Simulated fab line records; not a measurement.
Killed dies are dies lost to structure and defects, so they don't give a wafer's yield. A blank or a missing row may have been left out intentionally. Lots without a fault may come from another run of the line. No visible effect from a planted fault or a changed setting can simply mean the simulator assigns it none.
Matching of chambers / flow nandHarc / NHARC_A_STAIRCASE_DEP_471 on pecvd-04: 3 sister chambers
The step deposits SiO2, target thk 100 nm. 3 wafers are shown with their chamber, then 7 later ones without.

## WAFERS WITH THEIR CHAMBER
wafer=L917.5; chamber=1; heaterPowerOuterW (W)=285
wafer=L927.1; chamber=2; heaterPowerOuterW (W)=199
wafer=L927.3; chamber=0; heaterPowerOuterW (W)=311

## WAFERS MISSING THEIR CHAMBER
wafer=L927.6; heaterPowerOuterW (W)=320
wafer=L929.1; heaterPowerOuterW (W)=307
wafer=L929.2; heaterPowerOuterW (W)=309
wafer=L929.4; heaterPowerOuterW (W)=174
wafer=L933.3; heaterPowerOuterW (W)=256
wafer=L933.5; heaterPowerOuterW (W)=261
wafer=L933.6; heaterPowerOuterW (W)=263

## EACH ONE'S CHAMBER
wafer=L927.6; from the rows above=can't be placed: 0 or 1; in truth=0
wafer=L929.1; from the rows above=can't be placed: 0 or 1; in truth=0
wafer=L929.2; from the rows above=can't be placed: 0 or 1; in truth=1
wafer=L929.4; from the rows above=2; in truth=2
wafer=L933.3; from the rows above=can't be placed: 1 or 0 or 2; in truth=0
wafer=L933.5; from the rows above=can't be placed: 1 or 0 or 2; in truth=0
wafer=L933.6; from the rows above=can't be placed: 1 or 0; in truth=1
1 of 7 placed correctly. From these rows, 6 cannot be placed; in 6 the true chamber is one of the candidates. Number placed wrongly: 0.
How it was worked out, from the rows above alone: a wafer's distance from a chamber is the root of the sum, over the readings, of the square of ((its reading less the chamber's mean) divided by the reading's scatter). The wafer belongs to the nearest chamber; if the next one is less than 2 further off, it can't be placed. The mean given for a chamber averages the wafers shown for that chamber. The scatter: root of mean squared gap, hidden wafer to nearest shown wafer, with one shown wafer a chamber.
